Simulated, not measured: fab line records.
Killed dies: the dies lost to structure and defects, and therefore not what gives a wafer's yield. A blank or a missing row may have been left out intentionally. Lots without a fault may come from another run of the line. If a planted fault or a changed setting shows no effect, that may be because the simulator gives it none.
fab line records | flow n5_finfet
record: lots: 4 | wafers: 12 | last_day: 17
route steps=1938 shown PMOS_HMC_CHANNEL_EPI@83 FIN_SAQP@90 FIN_CUT@174 STI_FIN_REVEAL@197 BEOL_M4@1111 PASSIVATION@1936
lots untouched by any fault: they come from a run of this same line in which no faults occurred
start_h: hours from the record's opening day to when the first of the lot's shown wafers began | wait_h: time in hours since the lot's previous step | " as in the row above | L1.1+2: one row covering several wafers at once | - either no value or no given start | * or withheld: withheld | < > ~ a bound
route shown NAME@n: names a module that has steps shown in the file, with the first one's number in the route | usual: the fault-free wafers' mean and standard deviation | same: alike in all rows | chamber/n: place in a boat | sites: per-site readings | _std_site: their standard deviation | _edge_site: the outer-site mean with the inner-site mean subtracted | radius_mm: for every site, how far away it sits from the centre of the wafer | mask NAME#n: copy n | behind: tool/chamber where the wafer was last shaped | hold: what put the lot on hold/how long, in hours/how the hold closed | device: whichever transistor did not switch (one of n, p or np) | end of line: the same wafers' tests at the end of the route | for a step that has no rows: nothing shown but its recipe | killed: count of dies lost to structure and defects at first sort (not the wafer's yield) | map: a wafer's dies, x killed, . not, _ none there
set.NAME: the setting that was run; set.NAME@STEP: the one run at that earlier step | model.NAME: the simulator's own value behind a step, which no gauge read
certain route steps with their lots: each step a table, each wafer a row
services: the hour from which a tool's chamber was out of use, counted from the record's first day as start_h (under 0 if before that day), plus the number of hours and why
== steps ==
step: N5_PMOS_HMC_CHANNEL_EPI_PRECLEAN_40
recipe: chemistry: DHF | time_s: 30 | temp_c: 25 | dilution: withheld
step: N5_PMOS_HMC_CHANNEL_EPI_PRECLEAN_37
recipe: chemistry: O3/DIW | time_s: 45 | temp_c: 22 | o3_ppm: 10
step: N5_PMOS_HMC_CHANNEL_EPI_PRECLEAN_24
recipe: chemistry: DHF | time_s: 30 | temp_c: 25 | dilution: withheld
step: N5_PMOS_HMC_CHANNEL_EPI_SRD_25
recipe: dry: ipa_marangoni | do_ppb: 5 | time_s: 30 | temp_c: 23 | rinse_liquid: diw
step: N5_PMOS_HMC_CHANNEL_EPI_EPI_26
recipe: material: Si | target_thk_a: 38 | temp_c: 650 | precursor: SiH4/H2 | pressure_torr: 20 | time_s: 22.7
step: N5_FIN_SAQP_PRECLEAN_42
recipe: chemistry: O3/DIW | time_s: 60 | temp_c: 22 | o3_ppm: 10
step: N5_FIN_SAQP_PRECLEAN_00
recipe: chemistry: SC1 | time_s: 60 | temp_c: 55 | mix: 1:2:50
step: N5_FIN_SAQP_PRECLEAN_44
recipe: chemistry: SC2 | time_s: 45 | temp_c: 35 | mix: 1:1:50
step: N5_FIN_SAQP_SRD_01
recipe: dry: ipa_marangoni | time_s: 30 | temp_c: 23 | rinse_liquid: diw
step: N5_FIN_SAQP_ALD_61
recipe: material: SiO2 | target_thk_a: 40 | temp_c: 300 | ald_precursor_family: BDEAS | ald_co_reactant: O2-plasma | pulse_time_s: 1 | purge_time_s: 2 | co_reactant_purge_time_s: 2 | ald_cycles: 43 | pressure_torr: 2
usual: heater_power_w: 484/64 | precursor_pulse_height_rel: 1.003/0.021 | susceptor_temp_C: 300.00/0.18
same: purge_time_s: 2
lot.wafer | tool       | chamber | start_h | wait_h | heater_power_w | precursor_pulse_height_rel | susceptor_temp_C | model.SiO2_of_FIN_SAQP_ALD_61.thk_nm
L245.1    | ald_sin-01 | 2       | 68.46   | 0.3    | 471            | 1.026                      | 299.83           | 4.012
L245.3    | "          | 0       | "       | "      | 529            | 0.970                      | 299.95           | 4.004
L245.6    | "          | 3       | "       | "      | 433            | 0.983                      | 300.27           | 4.005
L246.2    | ald_sin-01 | 1       | 75.10   | 0.0    | 363            | 1.002                      | 263.27           | 4.503
L246.3    | "          | 3       | "       | "      | 328            | 1.010                      | 263.27           | 4.558
L246.5    | "          | 0       | "       | "      | 383            | 1.026                      | 263.36           | 4.529
L248.4    | ald_sin-01 | 0       | 87.03   | 0.0    | 400            | 0.978                      | 263.26           | 4.545
L248.5    | "          | 1       | "       | "      | 356            | 1.005                      | 263.28           | 4.527
L248.6    | "          | 2       | "       | "      | 348            | 0.973                      | 263.19           | 4.577
L259.1    | ald_sin-04 | 3       | 153.19  | 0.0    | 434            | 0.996                      | 300.16           | 4.001
L259.2    | "          | 2       | "       | "      | 517            | 1.015                      | 299.85           | 3.978
L259.4    | "          | 0       | "       | "      | 415            | 0.983                      | 299.99           | 3.99
step: N5_FIN_SAQP_DENSIFY_62
recipe: temp_c: 700 | time_s: 60 | ambient: N2 | idle_temp_c: 600 | ramp_up_c_per_s: 150 | ramp_down_c_per_s: 60 | cool_to_c: 600
step: N5_FIN_SAQP_HM_DEP_03
recipe: material: SiNx | target_thk_a: 380 | temp_c: 400 | precursor: SiH4/NH3/N2 | pressure_torr: 1.5 | rf_w: 300 | time_s: 33.6
step: N5_FIN_SAQP_PECVD_47
recipe: material: a-Si | target_thk_a: 450 | temp_c: 400 | precursor: SiH4/He | pressure_torr: 3 | rf_w: 100 | time_s: 36.3
step: N5_FIN_SAQP_PECVD_48
recipe: material: SiNx | target_thk_a: 250 | temp_c: 400 | precursor: SiH4/NH3/N2 | pressure_torr: 1.5 | rf_w: 300 | time_s: 22.1
step: N5_FIN_SAQP_PECVD_06
recipe: material: a-Si | target_thk_a: 600 | temp_c: 400 | precursor: SiH4/He | pressure_torr: 3 | rf_w: 100 | time_s: 48.1
step: N5_FIN_SAQP_HM_DEP_72
recipe: material: SiO2 | target_thk_a: 120 | temp_c: 400 | precursor: SiH4/N2O | pressure_torr: 0.75 | rf_w: 275 | time_s: 7.2
step: N5_FIN_SAQP_COAT_49
recipe: resist: SOC | temp_c: 250 | time_s: 60 | spin_rpm: 1500 | resist_thk_nm: 100
step: N5_FIN_SAQP_COAT_50
recipe: resist: SiARC | temp_c: 220 | time_s: 60 | spin_rpm: 1500 | resist_thk_nm: 35
step: N5_FIN_SAQP_COAT_10
recipe: resist: CAR-ArF | spin_rpm: 1500 | resist_thk_nm: 90
step: N5_FIN_SAQP_EBR_12
recipe: solvent: PGMEA | ebr_width_mm: 1.5
step: N5_FIN_SAQP_SOFTBAKE_11
recipe: temp_c: 110 | time_s: 60 | resist: CAR-ArF
step: N5_FIN_SAQP_EXPOSE_13
recipe: mask_id: FIN_CORE | na: 1.35 | source_shape: dipole | sigma_inner: 0.538 | sigma_outer: 0.738 | polarization: te | target_cd_nm: 35.6 | dose_mj: 63.25
step: N5_FIN_SAQP_PEB_14
recipe: peb_temp_c: withheld | peb_time_s: 60 | resist: CAR-ArF
step: N5_FIN_SAQP_DEVELOP_15
recipe: develop_time_s: 30 | developer: TMAH | resist: CAR-ArF | dev_temp_c: 23 | rinse_liquid: diw | dry: air_spin
step: N5_FIN_SAQP_DESCUM_21
recipe: chemistry: O2 | time_s: 7.9 | source_power_w: 50 | bias_power_w: 20 | pressure_mtorr: 20 | rf_frequency_hz: 2.712e+07 | temp_c: 40 | resist: CAR-ArF | o2_flow_sccm: 225
step: N5_FIN_SAQP_ETCH_51
recipe: chemistry: CF4 | target: SiARC | target_depth_a: 455 | mask_material: CAR-ArF | time_s: 75.8 | ion_energy_ev: 80 | pressure_mtorr: 40 | source_w: 545 | bias_w: 36 | Ar_flow_sccm: 100 | cf4_flow_sccm: 100 | ends: cleared
step: N5_FIN_SAQP_ETCH_52
recipe: chemistry: N2/H2 | target: SOC | target_depth_a: 1000 | overetch_a: 200 | mask_material: SiARC | temp_c: 40 | time_s: 150 | ion_energy_ev: 200 | pressure_mtorr: 30 | source_w: 840 | bias_w: 150 | n2_flow_sccm: 200 | h2_flow_sccm: 200 | ends: end_point
step: N5_FIN_SAQP_STRIP_53
recipe: chemistry: N2/H2 | temp_c: 40 | n2_flow_sccm: 200 | h2_flow_sccm: 200 | rf_frequency_hz: 6e+07
step: N5_FIN_SAQP_HM_OPEN_73
recipe: chemistry: CHF3/O2 | target: SiO2 | stop_on: a-Si | target_depth_a: 120 | over_etch_frac: 1.8 | mask_material: SOC | time_s: 16.8 | pressure_mtorr: 30 | source_w: 650 | bias_w: 170 | Ar_flow_sccm: 200 | CHF3_flow_sccm: 50 | O2_flow_sccm: 5 | ion_energy_ev: 200 | ends: end_point
step: N5_FIN_SAQP_STRIP_74
recipe: chemistry: CHF3/O2 | resist: SiARC | rf_frequency_hz: 6e+07
step: N5_FIN_SAQP_MANDREL_ETCH_22
recipe: target_depth_a: 600 | chemistry: HBr/Cl2 | target: a-Si | stop_on: SiNx | bt_time_s: 10 | over_etch_frac: 0.5 | time_s: 30 | pressure_mtorr: 10 | icp_w: 800 | bias_w: 75 | HBr_flow_sccm: 150 | Cl2_flow_sccm: 80 | ends: end_point
step: N5_FIN_SAQP_STRIP_55
recipe: chemistry: N2/H2 | power_w: 500 | temp_c: 40 | pressure_mtorr: 50 | rf_frequency_hz: 6e+07 | overash_fraction: 0.3 | bias_power_w: 28 | h2_frac: 0.5 | n2_flow_sccm: 300 | h2_flow_sccm: 300
step: N5_FIN_SAQP_STRIP_23
recipe: chemistry: SPM | time_s: 750 | temp_c: 130 | h2so4_h2o2_vol_ratio: 4
step: N5_FIN_SAQP_SRD_66
recipe: dry: ipa_marangoni | time_s: 30 | temp_c: 23 | rinse_liquid: diw
step: N5_FIN_CUT_CUT_ETCH_27
recipe: chemistry: CHF3/O2 | target: SiO2 | target_depth_a: 40 | mask_material: SOC | overetch_a: 20 | time_s: 4.9 | pressure_mtorr: 30 | source_w: 650 | bias_w: 170 | Ar_flow_sccm: 200 | CHF3_flow_sccm: 50 | O2_flow_sccm: 5 | ion_energy_ev: 200
usual: chamber_pressure_mTorr: 30.001/0.03 | drypump_motor_current_A: 5.6/0.43 | oes_f_703_au: 0.78/0.09 | oes_product_au: 0.62/0.072 | rf_vpp_V: 528/23 | showerhead_plenum_p_Torr: 2.39/0.06 | throttle_valve_pct: 18.90/0.18
lot.wafer | tool        | chamber | start_h | wait_h | chamber_pressure_mTorr | drypump_motor_current_A | oes_f_703_au | oes_product_au | rf_hours_counter_h | rf_vpp_V | showerhead_plenum_p_Torr | throttle_valve_pct | model.etch.depth_nm
L245.1    | rie_diel-06 | 2       | 75.10   | 0.0    | 30.031                 | 6.1                     | 0.72         | 0.58           | 189                | 516      | 2.38                     | 18.90              | 4.012
L245.3    | "           | 1       | "       | "      | 29.983                 | 5.7                     | 0.72         | 0.60           | 142                | 564      | 2.39                     | 18.88              | 4.004
L245.6    | "           | 0       | "       | "      | 29.973                 | 5.2                     | 0.84         | 0.69           | -                  | 521      | 2.34                     | 18.55              | 4.005
L246.2    | rie_diel-06 | 3       | 82.78   | 0.0    | 30.000                 | 6.1                     | 0.92         | 0.78           | 11                 | 533      | 2.48                     | 18.70              | 4.503
L246.3    | "           | 2       | "       | "      | 30.044                 | 6.0                     | 0.72         | 0.61           | 191                | 515      | 2.38                     | 18.93              | 4.558
L246.5    | "           | 2       | "       | "      | 29.957                 | 6.1                     | 0.73         | 0.61           | -                  | 514      | 2.38                     | 18.92              | 4.529
L248.4    | rie_diel-03 | 1       | 94.64   | 0.0    | 29.994                 | 5.4                     | 0.66         | 0.59           | 250                | 558      | 2.28                     | 19.25              | 4.545
L248.5    | "           | 1       | "       | "      | 29.973                 | 5.4                     | 0.66         | 0.59           | -                  | 558      | 2.28                     | 19.26              | 4.527
L248.6    | "           | 0       | "       | "      | 30.015                 | 5.1                     | 0.68         | 0.63           | -                  | 563      | 2.42                     | 19.01              | 4.577
L259.1    | rie_diel-06 | 3       | 159.81  | 0.0    | 29.982                 | 6.2                     | 0.87         | 0.71           | 28                 | 531      | 2.47                     | 18.73              | 4.001
L259.2    | "           | 1       | "       | "      | 29.982                 | 5.7                     | 0.70         | 0.59           | 166                | 563      | 2.38                     | 18.92              | 3.978
L259.4    | "           | 0       | "       | "      | 30.003                 | 5.2                     | 0.81         | 0.67           | 64                 | 520      | 2.33                     | 18.59              | 3.99
step: N5_STI_FIN_REVEAL_STRIP_16
recipe: chemistry: H3PO4 | material: SiNx | temp_c: 165 | target_depth_a: 238 | overetch_fraction: 0.4964 | dry: ipa_marangoni
lot.wafer  | tool         | chamber | start_h | wait_h | model.SiO2_of_FIN_SAQP_ALD_61.thk_nm
L245.1+3+6 | wet_bench-04 | 2,6,3   | 83.21   | 1.1    | 3.8
L246.2+3+5 | wet_bench-03 | 2,7,3   | 90.89   | 1.1    | 4.2
L248.4+5   | wet_bench-03 | 4,1     | 104.22  | 0.6    | 4.2
L248.6     | "            | 6       | "       | "      | 4.4
L259.1+2+4 | wet_bench-03 | 0,7,5   | 167.78  | 1.1    | 3.8
step: N5_BEOL_M4_RC_MEAS_101
usual: DIBL_N: 36.0/2.5 | DIBL_P: 36.2/3 | IOFF_N: 0.16/0.044 | IOFF_P: 0.21/0.049 | ION_N: 671/15 | ION_P: 461/8.7 | SS_N: 71.5/0.72 | SS_P: 73.4/0.9 | VT_N: 251/4.4 | VT_P: -250/4
lot.wafer | tool      | chamber | start_h | wait_h | DIBL_N[mV/V] | DIBL_P[mV/V] | IOFF_N[nA/um] | IOFF_P[nA/um] | ION_N[uA/um] | ION_P[uA/um] | SS_N[mV/dec] | SS_P[mV/dec] | VT_N[mV] | VT_P[mV]
L245.1    | prober-01 | 0       | 222.53  | 0.0    | 38.7         | 38.9         | 0.19          | 0.24          | 689          | 472          | 72.0         | 75.0         | 250      | -251
L245.3    | "         | 0       | "       | "      | 31.1         | 28.8         | 0.08          | 0.11          | 635          | 434          | 70.0         | 71.6         | 260      | -260
L245.6    | "         | 0       | "       | "      | 39.4         | 39.3         | 0.20          | 0.25          | 676          | 463          | 72.0         | 75.2         | 248      | -250
L246.2    | prober-01 | 0       | 233.52  | 0.2    | 31.5         | 31.0         | 0.10          | 0.14          | 656          | 452          | 70.4         | 72.0         | 257      | -256
L246.3    | "         | 0       | "       | "      | 36.9         | 38.6         | 0.18          | 0.27          | 674          | 467          | 71.1         | 73.7         | 246      | -247
L246.5    | "         | 0       | "       | "      | 35.3         | 36.5         | 0.15          | 0.22          | 671          | 458          | 71.7         | 73.0         | 248      | -247
L248.4    | prober-02 | 0       | 252.35  | 0.5    | 35.2         | 34.6         | 0.13          | 0.18          | 665          | 453          | 71.1         | 72.8         | 252      | -253
L248.5    | "         | 0       | "       | "      | 34.5         | 33.7         | 0.12          | 0.16          | 666          | 456          | 71.1         | 71.6         | 255      | -253
L248.6    | "         | 0       | "       | "      | 35.7         | 34.2         | 0.14          | 0.16          | 659          | 451          | 71.3         | 72.6         | 253      | -256
L259.1    | prober-01 | 0       | 308.34  | 0.0    | 39.0         | 39.1         | 0.20          | 0.29          | 666          | 460          | 72.7         | 74.2         | 248      | -248
L259.2    | "         | 0       | "       | "      | 35.8         | 35.5         | 0.15          | 0.20          | 658          | 457          | 71.9         | 72.7         | 252      | -250
L259.4    | "         | 0       | "       | "      | 35.1         | 34.9         | 0.14          | 0.19          | 684          | 470          | 70.8         | 73.6         | 250      | -250
step: N5_PASSIVATION_PROBE_49
usual: defect_limited_yield: 91.7/1.4 | killed_at_M0_to_M3: 31/11 | killed_at_M4_up: 13/4.6 | killed_at_contacts: 13/6.7 | killed_at_front_end: 39/9.6 | killed_at_other: 3.5/2.8 | killed_dies: 98/16 | killed_open: 64/11 | killed_short: 33/8.5 | sort_bin_5_function: 4.9/0.96 | sort_bin_6_memory: 3.1/0.59 | sort_bin_8_speed: 0.2/1.3 | sort_n_pass: 1080/23
same: gross_dies: 1180 | killed_at_back_side: 0 | sort_bin_4_leakage[%]: 0
lot.wafer | tool      | chamber | start_h | wait_h | defect_limited_yield[%] | killed_at_M0_to_M3 | killed_at_M4_up | killed_at_contacts | killed_at_front_end | killed_at_other | killed_dies | killed_open | killed_short | sort_bin_5_function[%] | sort_bin_6_memory[%] | sort_bin_8_speed[%] | sort_n_pass
L246.2    | prober-02 | -       | 339.34  | 0.1    | 92.3                    | 37                 | 13              | 10                 | 30                  | 1               | 91          | 67          | 23           | 4.2                    | 3.4                  | 0                   | 1089
L246.3    | prober-02 | -       | 339.39  | 0.1    | 92.5                    | 34                 | 13              | 3                  | 33                  | 5               | 88          | 58          | 30           | 4.8                    | 2.3                  | 0                   | 1092
L246.5    | prober-02 | -       | 339.49  | 0.2    | 89.7                    | 44                 | 16              | 12                 | 45                  | 4               | 121         | 72          | 48           | 6.6                    | 3.3                  | 0                   | 1059
L248.4    | prober-01 | -       | 348.04  | 0.2    | 92.1                    | 43                 | 10              | 17                 | 20                  | 3               | 93          | 59          | 30           | 5.0                    | 2.5                  | 0.2                 | 1087
L248.5    | prober-01 | -       | 348.09  | 0.2    | 91.6                    | 37                 | 15              | 3                  | 41                  | 3               | 99          | 68          | 29           | 4.7                    | 3.4                  | 0.1                 | 1081
killed by level:class
L246.2 BEOL_M0_SAQP:geometric_particle:open=12 FIN_SAQP:geometric_particle:short=9 FIN_SAQP:geometric_particle:open=8 MOL_CONTACT_COAG:geometric_particle:open=8 BEOL_M4:geometric_particle:open=8 BEOL_M1:geometric_particle:open=6 BEOL_M2:geometric_particle:open=6 BEOL_M3:geometric_particle:open=6
L246.3 FIN_SAQP:geometric_particle:short=11 BEOL_M3:geometric_particle:open=11 BEOL_M0_SAQP:geometric_particle:open=10 FIN_SAQP:geometric_particle:open=6 STI_FIN_REVEAL:geometric_particle:open=5 BEOL_M4:geometric_particle:short=4 BEOL_M2:geometric_particle:open=4 BEOL_M1:geometric_particle:open=4
L246.5 FIN_SAQP:geometric_particle:short=17 BEOL_M0_SAQP:geometric_particle:short=12 FIN_SAQP:geometric_particle:open=11 BEOL_M2:geometric_particle:open=11 MOL_CONTACT_COAG:geometric_particle:open=10 BEOL_M0_SAQP:geometric_particle:open=9 BEOL_M4:geometric_particle:open=7 STI_FIN_REVEAL:geometric_particle:open=3
L248.4 MOL_CONTACT_COAG:geometric_particle:open=15 BEOL_M0_SAQP:geometric_particle:short=12 BEOL_M3:geometric_particle:open=8 BEOL_M1:geometric_particle:open=6 BEOL_M2:geometric_particle:open=6 BEOL_M4:geometric_particle:open=6 FIN_SAQP:geometric_particle:open=4 FIN_SAQP:geometric_particle:short=4
L248.5 BEOL_M3:geometric_particle:open=13 FIN_SAQP:geometric_particle:short=11 FIN_SAQP:geometric_particle:open=9 BEOL_M0_SAQP:geometric_particle:open=8 BEOL_M1:geometric_particle:open=7 BEOL_M4:geometric_particle:open=7 STI_FIN_REVEAL:geometric_particle:open=5 GATE_CUT:geometric_particle:open=4
== services ==
tool         | chamber | start_h | hours | kind
ald_sin-04   | 0       | 54.95   | 3.0   | repair
wet_bench-03 | -       | 72.24   | 1.0   | repair
rie_diel-06  | -       | 86.87   | 0.4   | repair
rie_diel-03  | 1       | 94.69   | -     | clean
rie_diel-03  | 1       | 94.69   | -     | consumable_replace:focus_ring
rie_diel-03  | 1       | 94.69   | -     | consumable_replace:showerhead
rie_diel-03  | 1       | 94.69   | 23.9  | scheduled_down
rie_diel-03  | 1       | 94.69   | 23.9  | vent_cycle
ald_sin-01   | 1       | 99.03   | 2.6   | repair
ald_sin-04   | -       | 112.23  | 14.6  | pm
ald_sin-01   | 2       | 127.67  | 1.4   | repair
rie_diel-06  | 3       | 133.56  | 10.2  | repair
rie_diel-03  | 1       | 146.18  | 2.5   | repair
rie_diel-03  | -       | 159.37  | 0.7   | repair
rie_diel-03  | 2       | 161.15  | -     | clean
rie_diel-03  | 2       | 161.15  | -     | consumable_replace:focus_ring
rie_diel-03  | 2       | 161.15  | 13.2  | scheduled_down
rie_diel-03  | 2       | 161.15  | 13.2  | vent_cycle
== key ==
first_sign: step: N5_FIN_SAQP_ALD_61 | reading: susceptor_temp_C | direction: down | sigmas: 99+ | usual: * | struck: *
effect: step: N5_FIN_SAQP_ALD_61 | reading: heater_power_w | direction: down | sigmas: 1.9 | usual: * | struck: * | wafers_moved: 2
model_effect: step: N5_FIN_SAQP_ALD_61 | value: SiO2_of_FIN_SAQP_ALD_61.thk_nm | without: 4 | struck: 4.54
model_effect: step: N5_FIN_CUT_CUT_ETCH_27 | value: etch.depth_nm | without: 4 | struck: 4.54
model_effect: step: N5_STI_FIN_REVEAL_STRIP_16 | value: SiO2_of_FIN_SAQP_ALD_61.thk_nm | without: 3.767 | struck: 4.233
met_at N5_FIN_SAQP_ALD_61
struck_wafers L246.2,L246.3,L246.5,L248.4,L248.5,L248.6
onset_between 68.46 75.10
fault: kind: process_parameter_drift | tool: ald_sin-01 | chamber: - | onset_h: 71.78 | steps: N5_FIN_SAQP_ALD_61 | channel: temp_c | offset: * | shape: step | end_h: 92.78 | acts_in: * | stated: *
